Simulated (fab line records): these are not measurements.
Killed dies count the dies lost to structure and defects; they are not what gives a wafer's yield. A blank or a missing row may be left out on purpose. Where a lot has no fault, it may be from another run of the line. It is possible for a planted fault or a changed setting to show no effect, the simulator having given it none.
fab line records ; flow n5-finfet
[record] lots = 10; wafers = 30; last-day = 19
route steps=1938 shown BEOL_M14@1749 BEOL_M15@1773
lots that met no fault: from a run of the same line without faults
start-h: hours from the record's opening day to when the first of the lot's shown wafers began ; wait-h: time in hours since the lot's previous step ; " as in the row above ; L1.1+2: a single row standing in for several wafers ; - no value present, or no start provided ; * or withheld: withheld ; < > ~ a bound
route shown NAME@n: a module of which the file shows steps, and the number in the route of the first ; usual: the fault-free wafers' mean and standard deviation ; same: alike in all rows ; chamber/n: place in a boat ; sites: per-site readings ; _std_site: the values' standard deviation ; _edge_site: inner sites' mean taken away from outer sites' mean ; radius-mm: how far each site lies from the wafer's centre ; mask NAME#n: copy n ; behind: the most recent tool/chamber to have shaped the wafer ; hold: what put the lot on hold/how long, in hours/how the hold closed ; device: whichever transistor did not switch (one of n, p or np) ; end of line: the same wafers' tests at the end of the route ; step lacking rows: just its recipe ; killed: not the wafer's yield, but the dies lost to structure and defects at the first sort ; map: per-die view of a wafer (x killed, . not killed, _ where there is no die)
set.NAME: setting as actually run; set.NAME@STEP: the setting as run at that earlier step ; model.NAME: the simulator's own value behind a step, which no gauge read
the route's steps for a sample of lots (tables are steps, rows are wafers)
services: from which hour (start-h, from the record's first day; less than 0 if before it) a tool's chamber was out of use, for how many hours, and why
[[steps]]
[step N5_BEOL_M14_DESCUM_33]
[recipe] chemistry = O2; time-s = 7.9; source-power-w = 50; bias-power-w = 20; pressure-mtorr = 20; rf-frequency-hz = 2.712e+07; temp-c = 40; o2-flow-sccm = 225
[usual] drypump-motor-current-A = 5.5/0.35; oes-product-au = 0.82/0.076; rf-vpp-V = 243.3/1.1; showerhead-plenum-p-Torr = 2.11/0.053; throttle-valve-pct = 20.42/0.16
lot.wafer;tool;chamber;start-h;wait-h;drypump-motor-current-A;oes-product-au;rf-hours-counter-h;rf-vpp-V;showerhead-plenum-p-Torr;throttle-valve-pct
L306.2;rie-diel-04;2;237.07;0.1;5.4;0.84;86;243.1;2.12;20.47
L306.3;rie-diel-04;3;237.07;0.1;5.6;0.83;70;243.2;2.12;20.48
L306.4;rie-diel-04;0;237.07;0.1;5.8;0.70;238;241.1;2.07;20.64
L309.4;rie-diel-04;2;270.86;0.3;5.4;0.81;-;242.4;2.12;20.51
L309.5;rie-diel-04;3;270.86;0.3;5.6;0.81;-;243.3;2.12;20.49
L309.6;rie-diel-04;1;270.86;0.3;5.4;0.87;-;242.7;2.04;20.41
L311.2;rie-diel-02;0;288.51;0.2;5.7;0.97;4;244.0;2.15;20.53
L311.5;rie-diel-02;3;288.51;0.2;5.1;0.70;-;242.4;2.15;20.37
L311.6;rie-diel-02;1;288.51;0.2;4.6;0.79;-;242.9;2.10;20.69
L315.2;rie-diel-04;0;306.83;0.3;5.7;0.96;8;242.9;2.06;20.27
L315.3;rie-diel-04;3;306.83;0.3;5.6;0.81;95;243.6;2.12;20.52
L315.6;rie-diel-04;1;306.83;0.3;5.4;0.84;-;242.9;2.04;20.41
L322.2;rie-diel-02;2;350.16;0.0;5.5;0.69;237;243.5;2.07;20.47
L322.3;rie-diel-02;0;350.16;0.0;5.7;0.89;29;243.0;2.14;20.58
L322.4;rie-diel-02;1;350.16;0.0;4.7;0.77;158;243.4;2.09;20.74
L324.2;rie-diel-02;2;359.01;0.0;5.5;0.69;241;242.8;2.07;20.47
L324.5;rie-diel-02;0;359.01;0.0;5.6;0.89;-;244.1;2.14;20.57
L324.6;rie-diel-02;3;359.01;0.0;5.1;0.68;-;243.8;2.14;20.41
L325.1;rie-diel-01;2;359.21;0.0;6.1;0.81;110;243.1;2.20;20.36
L325.3;rie-diel-01;1;359.21;0.0;5.9;0.92;21;243.9;2.13;20.11
L325.6;rie-diel-01;1;359.21;0.0;5.9;0.91;-;243.4;2.13;20.10
L326.1;rie-diel-04;0;386.60;0.0;5.8;0.88;38;242.9;2.05;20.30
L326.2;rie-diel-04;2;386.60;0.0;5.4;0.78;138;242.8;2.10;20.57
L326.3;rie-diel-04;3;386.60;0.0;5.6;0.77;123;242.8;2.11;20.56
L329.1;rie-diel-01;0;401.38;0.0;5.3;0.79;131;244.5;2.18;20.29
L329.3;rie-diel-01;1;401.38;0.0;5.9;0.88;37;243.2;2.12;20.14
L329.6;rie-diel-01;1;401.38;0.0;5.9;0.88;-;243.5;2.12;20.14
L328.4;rie-diel-02;0;413.59;0.0;5.7;0.86;-;243.5;2.13;20.62
L328.5;rie-diel-02;1;413.59;0.0;4.7;0.75;-;243.0;2.08;20.77
L328.6;rie-diel-02;3;413.59;0.0;5.1;1.02;-;243.4;2.14;20.09
[step N5_BEOL_M14_ETCH_67]
[recipe] chemistry = CF4; target = SiARC; target-depth-a = 1430; time-s = 238.3; ion-energy-ev = 80; pressure-mtorr = 40; source-w = 545; bias-w = 36; Ar_flow_sccm = 100; cf4-flow-sccm = 100; ends = cleared
[usual] drypump-motor-current-A = 5.5/0.35; etch-rf-on-time-s = 237/3.7; oes-product-au = 0.70/0.066; rf-vpp-V = 184.2/1.1; showerhead-plenum-p-Torr = 2.15/0.052; throttle-valve-pct = 15.59/0.16
lot.wafer;tool;chamber;start-h;wait-h;drypump-motor-current-A;etch-rf-on-time-s;oes-product-au;rf-hours-counter-h;rf-vpp-V;showerhead-plenum-p-Torr;throttle-valve-pct
L306.2;rie-diel-04;2;237.10;0.0;5.4;236;0.71;86;184.3;2.17;15.62
L306.3;rie-diel-04;3;237.10;0.0;5.6;235;0.71;70;183.4;2.17;15.59
L306.4;rie-diel-04;0;237.10;0.0;5.8;239;0.60;238;182.3;2.11;15.85
L309.4;rie-diel-04;2;270.96;0.1;5.5;233;0.71;-;184.6;2.16;15.64
L309.5;rie-diel-04;3;270.96;0.1;5.6;233;0.70;-;184.7;2.16;15.61
L309.6;rie-diel-04;1;270.96;0.1;5.4;238;0.72;-;183.5;2.09;15.54
L311.2;rie-diel-02;0;288.55;0.0;5.7;230;0.84;4;183.4;2.19;15.60
L311.5;rie-diel-02;3;288.55;0.0;5.1;244;0.60;-;186.8;2.20;15.67
L311.6;rie-diel-02;1;288.55;0.0;4.7;240;0.67;-;184.1;2.14;15.86
L315.2;rie-diel-04;0;306.87;0.0;5.7;237;0.82;8;184.4;2.10;15.39
L315.3;rie-diel-04;3;306.87;0.0;5.6;236;0.68;95;182.9;2.16;15.64
L315.6;rie-diel-04;1;306.87;0.0;5.4;237;0.70;-;183.4;2.09;15.58
L322.2;rie-diel-02;2;350.20;0.0;5.5;242;0.58;237;185.4;2.11;15.67
L322.3;rie-diel-02;0;350.20;0.0;5.7;230;0.78;29;185.9;2.18;15.66
L322.4;rie-diel-02;1;350.20;0.0;4.7;241;0.64;158;185.6;2.14;15.91
L324.2;rie-diel-02;2;359.05;0.0;5.5;239;0.59;241;184.0;2.11;15.68
L324.5;rie-diel-02;0;359.05;0.0;5.7;229;0.77;-;185.3;2.18;15.67
L324.6;rie-diel-02;3;359.05;0.0;5.1;244;0.58;-;184.4;2.19;15.73
L325.1;rie-diel-01;2;359.24;0.0;6.0;239;0.70;110;185.1;2.24;15.45
L325.3;rie-diel-01;1;359.24;0.0;5.9;239;0.79;21;183.3;2.18;15.31
L325.6;rie-diel-01;1;359.24;0.0;5.9;240;0.78;-;184.1;2.18;15.31
L326.1;rie-diel-04;0;386.63;0.0;5.7;237;0.76;38;184.1;2.09;15.45
L326.2;rie-diel-04;2;386.63;0.0;5.4;234;0.68;139;182.4;2.15;15.72
L326.3;rie-diel-04;3;386.63;0.0;5.6;235;0.66;123;183.7;2.15;15.67
L329.1;rie-diel-01;0;401.42;0.0;5.3;243;0.67;131;184.6;2.23;15.50
L329.3;rie-diel-01;1;401.42;0.0;5.9;240;0.75;37;184.0;2.18;15.34
L329.6;rie-diel-01;1;401.42;0.0;5.9;240;0.75;-;184.2;2.18;15.33
L328.4;rie-diel-02;0;413.68;0.1;5.7;231;0.74;-;183.2;2.17;15.72
L328.5;rie-diel-02;1;413.68;0.1;4.7;242;0.63;-;184.4;2.13;15.96
L328.6;rie-diel-02;3;413.68;0.1;5.1;233;0.87;-;185.3;2.19;15.27
[step N5_BEOL_M14_PRE_CLEAN_42]
[recipe] gas = H2/He; time-s = 30; temp-c = 300
[usual] heater-power-w = 455/46
lot.wafer;tool;chamber;start-h;wait-h;heater-power-w
L306.2;pvd-sputter-02;-;239.53;0.0;463
L306.3;pvd-sputter-02;-;239.53;0.0;338
L306.4;pvd-sputter-02;-;239.53;0.0;485
L309.4;pvd-sputter-03;-;273.16;0.0;461
L309.5;pvd-sputter-03;-;273.16;0.0;439
L309.6;pvd-sputter-03;-;273.16;0.0;501
L311.2;pvd-sputter-02;-;293.71;0.0;336
L311.5;pvd-sputter-02;-;293.71;0.0;461
L311.6;pvd-sputter-02;-;293.71;0.0;486
L315.2;pvd-sputter-03;-;307.79;0.0;421
L315.3;pvd-sputter-03;-;307.79;0.0;465
L315.6;pvd-sputter-03;-;307.79;0.0;467
L322.2;pvd-sputter-03;-;352.58;0.0;471
L322.3;pvd-sputter-03;-;352.58;0.0;501
L322.4;pvd-sputter-03;-;352.58;0.0;447
L324.2;pvd-sputter-01;-;360.75;0.0;354
L324.5;pvd-sputter-01;-;360.75;0.0;341
L324.6;pvd-sputter-01;-;360.75;0.0;464
L325.1;pvd-sputter-03;-;360.87;0.0;469
L325.3;pvd-sputter-03;-;360.87;0.0;435
L325.6;pvd-sputter-03;-;360.87;0.0;435
L326.1;pvd-sputter-03;-;388.66;0.0;481
L326.2;pvd-sputter-03;-;388.66;0.0;497
L326.3;pvd-sputter-03;-;388.66;0.0;455
L329.1;pvd-sputter-03;-;403.00;0.0;506
L329.3;pvd-sputter-03;-;403.00;0.0;468
L329.6;pvd-sputter-03;-;403.00;0.0;457
L328.4;pvd-sputter-02;-;417.70;0.0;494
L328.5;pvd-sputter-02;-;417.70;0.0;489
L328.6;pvd-sputter-02;-;417.70;0.0;480
[step N5_BEOL_M15_ILD_DEP_00]
[recipe] material = SiO2; target-thk-a = 16293; temp-c = 400; precursor = TEOS/O2; pressure-torr = 6.5; rf-w = 900; teos-flow-sccm = 161.4; gas = O2; flow-sccm = 2650; time-s = 346.1
[usual] heater-power-w = 534/120; run-length-s = 388.9/0.56; showerhead-plenum-p-Torr = 8.350/0.024; throttle-valve-pct = 18.9/0.77
lot.wafer;tool;chamber;start-h;wait-h;heater-power-w;run-length-s;showerhead-plenum-p-Torr;throttle-valve-pct
L306.2;pecvd-04;2;241.24;0.0;605;389.5;8.351;18.4
L306.3;pecvd-04;0;241.24;0.0;595;389.9;8.376;18.7
L306.4;pecvd-04;1;241.24;0.0;403;388.5;8.363;19.3
L309.4;pecvd-01;2;275.11;0.1;352;389.2;8.326;18.5
L309.5;pecvd-01;1;275.11;0.1;469;389.6;8.339;19.3
L309.6;pecvd-01;0;275.11;0.1;532;388.2;8.312;17.8
L311.2;pecvd-04;1;295.01;0.0;442;440.8;8.366;19.4
L311.5;pecvd-04;0;295.01;0.0;765;389.4;8.370;18.8
L311.6;pecvd-04;1;295.01;0.0;502;388.7;8.374;19.5
L315.2;pecvd-04;0;309.09;0.0;760;441.6;8.391;19.0
L315.3;pecvd-04;1;309.09;0.0;484;441.3;8.363;19.3
L315.6;pecvd-04;2;309.09;0.0;460;389.2;8.339;18.5
L322.2;pecvd-03;1;353.87;0.0;555;389.1;8.353;19.3
L322.3;pecvd-03;0;353.87;0.0;482;388.1;8.319;20.6
L322.4;pecvd-03;2;353.87;0.0;643;388.3;8.369;18.2
L324.2;pecvd-01;2;362.04;0.0;418;388.8;8.347;19.0
L324.5;pecvd-01;1;362.04;0.0;369;389.8;8.337;19.1
L324.6;pecvd-01;0;362.04;0.0;555;388.5;8.326;17.7
L325.1;pecvd-04;0;362.17;0.0;709;389.7;8.378;18.7
L325.3;pecvd-04;1;362.17;0.0;400;388.4;8.347;19.3
L325.6;pecvd-04;0;362.17;0.0;609;389.7;8.373;18.7
L326.1;pecvd-04;0;389.95;0.0;678;389.1;8.403;18.8
L326.2;pecvd-04;2;389.95;0.0;498;388.8;8.330;18.7
L326.3;pecvd-04;2;389.95;0.0;581;389.0;8.359;18.6
L329.1;pecvd-03;0;404.33;0.0;399;388.6;8.313;20.8
L329.3;pecvd-03;2;404.33;0.0;742;388.0;8.346;18.3
L329.6;pecvd-03;2;404.33;0.0;812;388.7;8.355;18.2
L328.4;pecvd-03;0;419.76;0.1;388;388.0;8.324;20.9
L328.5;pecvd-03;2;419.76;0.1;629;388.1;8.358;18.3
L328.6;pecvd-03;1;419.76;0.1;511;389.0;8.352;19.4
[step N5_BEOL_M15_THK_MEAS_01]
[recipe] reads = SiO2_of_BEOL_M15_ILD_DEP_00
[usual] M15_ILD_THK = 1632/18
lot.wafer;tool;chamber;start-h;wait-h;M15_ILD_THK[nm]
L306.2;film-metro-01;-;241.49;0.1;1612
L306.3;film-metro-01;-;241.49;0.1;1617
L306.4;film-metro-01;-;241.49;0.1;1647
L309.4;film-metro-02;-;275.25;0.0;1638
L309.5;film-metro-02;-;275.25;0.0;1644
L309.6;film-metro-02;-;275.25;0.0;1630
L311.2;film-metro-01;-;295.26;0.1;1893
L311.5;film-metro-01;-;295.26;0.1;1657
L311.6;film-metro-01;-;295.26;0.1;1664
L315.2;film-metro-01;-;309.35;0.1;1871
L315.3;film-metro-01;-;309.35;0.1;1878
L315.6;film-metro-01;-;309.35;0.1;1648
L322.2;film-metro-02;-;354.12;0.1;1621
L322.3;film-metro-02;-;354.12;0.1;1630
L322.4;film-metro-02;-;354.12;0.1;1643
L324.2;film-metro-01;-;362.29;0.1;1611
L324.5;film-metro-01;-;362.29;0.1;1650
L324.6;film-metro-01;-;362.29;0.1;1664
L325.1;film-metro-02;-;362.42;0.1;1631
L325.3;film-metro-02;-;362.42;0.1;1656
L325.6;film-metro-02;-;362.42;0.1;1659
L326.1;film-metro-02;-;390.31;0.2;1623
L326.2;film-metro-02;-;390.31;0.2;1640
L326.3;film-metro-02;-;390.31;0.2;1637
L329.1;film-metro-02;-;404.58;0.1;1617
L329.3;film-metro-02;-;404.58;0.1;1607
L329.6;film-metro-02;-;404.58;0.1;1625
L328.4;film-metro-02;-;419.91;0.0;1658
L328.5;film-metro-02;-;419.91;0.0;1634
L328.6;film-metro-02;-;419.91;0.0;1618
[[services]]
tool;chamber;start-h;hours;kind
rie-diel-04;0;217.81;6.3;repair
rie-diel-02;2;227.15;4.2;repair
rie-diel-01;-;238.63;15.6;pm
rie-diel-02;2;252.28;2.4;repair
pecvd-03;-;258.24;0.9;repair
rie-diel-02;0;259.23;-;clean
rie-diel-02;0;259.23;-;consumable-replace:focus-ring
rie-diel-02;0;259.23;17.7;scheduled-down
rie-diel-02;0;259.23;17.7;vent-cycle
rie-diel-01;0;259.64;4.1;repair
rie-diel-02;-;260.12;2.8;pm
pecvd-03;2;284.98;11.5;repair
pecvd-04;-;288.27;0.8;pm
rie-diel-04;-;297.70;2.8;pm
pecvd-01;-;308.01;1.3;repair
rie-diel-01;-;310.45;2.8;pm
pecvd-04;0;319.67;12.2;repair
pecvd-01;-;330.68;2.8;pm
rie-diel-01;0;331.37;1.3;repair
rie-diel-01;-;334.23;0.9;repair
rie-diel-02;3;377.10;7.1;repair
pecvd-04;2;378.72;11.0;repair
rie-diel-01;0;404.24;1.7;repair
pecvd-03;-;413.12;0.5;repair
[[key]]
[first-sign] step = N5_BEOL_M15_ILD_DEP_00; reading = run-length-s; direction = up; sigmas = 94; usual = *; struck = *
[effect] step = N5_BEOL_M15_THK_MEAS_01; reading = M15_ILD_THK; direction = up; sigmas = 14; usual = 1632; struck = 1881
met-at N5_BEOL_M15_ILD_DEP_00
struck-lots L311,L315
struck-wafers L311.2,L315.2,L315.3
not-acting-at N5_BEOL_M14_DESCUM_33,N5_BEOL_M14_ETCH_67,N5_BEOL_M14_PRE_CLEAN_42
onset-between 241.24 295.01
[fault] kind = process-parameter-drift; tool = pecvd-04; chamber = -; onset-h = 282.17; steps = N5_BEOL_M15_ILD_DEP_00; channel = time-s; offset = *; shape = step; end-h = 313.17; scope = struck-wafers-only; acts-in = *; stated = *
